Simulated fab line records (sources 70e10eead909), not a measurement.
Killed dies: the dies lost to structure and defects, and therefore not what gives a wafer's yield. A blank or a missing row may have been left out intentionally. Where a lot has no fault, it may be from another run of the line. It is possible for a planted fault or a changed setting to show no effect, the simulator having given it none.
Comparing a struck lot with a sound one / flow nand harc / 15 steps out of a route of 1302
Sound: these wafers, L361.2, L361.3, L361.6. Wafers L366.1, L366.4, L366.6 were the ones struck. The cause is given at the end.
Order at every step that has rows: each side's tool, ch and its chambers, its first start. Under that, the readings that differ: sound wafers / struck wafers / difference of the means / sigmas: that difference in standard deviations of wafers without a fault.
alike: a reading whose means differ by less than 2 such deviations, as well as words and numbers matching on both sides. not compared: withheld readings; readings where some wafer has no value; bounds like >300 that might hide an equal value; numbers whose values overlap and for which the record gives no deviation.
The two part at a step that has a row with sigmas, a row that says differs or no value, or rows on one side only. Numbers that don't overlap but have no deviation are shown without sigmas and don't part them. Lack of a reading on every wafer of one side parts them only where that side has two or more wafers.

first, 3 steps without rows for these wafers: NHARC_THIN_TSV_EXPOSE_09 (exposes mask TSV); NHARC_THIN_TSV_PEB_10 (peb time 85 s); NHARC_THIN_TSV_DEVELOP_11 (time 70 s).
NHARC_THIN_TSV_CD_MEAS_12: the cd target is 1000 nm.
  sound on cd sem-01 ch 0, day 26 05:01; struck on cd sem-01 ch 0, day 28 12:05
reading=cd nm (nm); sound=996.9 999.2 1000.1; struck=1003.8 1001.7 1003.6; difference=+4.3; sigmas=+3
then, 1 step without rows for these wafers: NHARC_THIN_TSV_HARDBAKE_13 (time 80 s).
NHARC_THIN_TSV_DESCUM_14: chemistry O2, time 3 s.
  sound on rie diel-02 ch 0,2, day 26 05:10; struck on rie diel-02 ch 1,3, day 28 12:15
  alike: drypump motor current A, oes product au, rf vpp V, showerhead plenum p Torr, throttle valve pct
  not compared: rf hours counter h
NHARC_THIN_TSV_ETCH_44: etches the open film in CF4/O2, target depth 1594.2 nm, time 797.1 s.
  sound on rie diel-02 ch 2,3, day 26 05:16; struck on rie diel-02 ch 1,2, day 28 12:23
  alike: drypump motor current A, oes product au, rf vpp V, showerhead plenum p Torr, throttle valve pct
  not compared: rf hours counter h
NHARC_THIN_TSV_ETCH_15: target depth 3000 nm, bosch target overetch cycles 2, bosch etch step 2.8 s.
  sound on rie si-01 ch 2,3, day 26 05:50; struck on rie si-01 ch 2,3, day 28 12:56
  alike: drypump motor current A
  not compared: rf hours counter h
NHARC_THIN_TSV_CD_MEAS_16:
  sound: cd sem-01 at day 26 05:59; struck: cd sem-02 at day 28 13:05
  alike: cd nm
NHARC_THIN_TSV_STRIP_45: strips in O2.
  sound on plasma asher-01 ch 0,1, day 26 06:33; struck on plasma asher-01 ch 0,1, day 28 13:23
  alike: drypump motor current A, heater power w
  not compared: rf hours counter h
then, 2 steps without rows for these wafers: NHARC_THIN_TSV_STRIP_46 (strips in post etch residue remover, time 1200 s); NHARC_THIN_TSV_DEP_47 (deposits SiO2, target thk 200 nm).
NHARC_THIN_TSV_ETCHBACK_48: etches the open film in C4F8/Ar, target depth 1028.5 nm, time 405.17 s.
  sound on rie diel-13 ch 0,3, day 26 07:41; struck on rie diel-02 ch 0,1,3, day 28 14:37
reading=oes product au (a.u.); sound=0.914 0.929 0.911; struck=0.961 0.958 0.974; difference=+0.046; sigmas=+2
reading=over etch frac; sound=0.3 0.3 0.3; struck=0.25692 0.25692 0.25692; difference=-0.04308; sigmas=
  alike: rf vpp V
  not compared: rf hours counter h
NHARC_THIN_TSV_STRIP_62: strips in N2/H2, time 20 s.
  sound on plasma asher-01 ch 0,1, day 26 08:03; struck on plasma asher-01 ch 1, day 28 14:57
  alike: drypump motor current A, heater power w
  not compared: rf hours counter h
NHARC_END_SORT_01:
  the record has rows for the sound wafers here (prober-02 ch 0, day 26 21:28) and none for the struck ones

WHERE THEY PART
First at NHARC_THIN_TSV_CD_MEAS_12; last, within this record, at NHARC_END_SORT_01.

WHY: what the simulator had put in
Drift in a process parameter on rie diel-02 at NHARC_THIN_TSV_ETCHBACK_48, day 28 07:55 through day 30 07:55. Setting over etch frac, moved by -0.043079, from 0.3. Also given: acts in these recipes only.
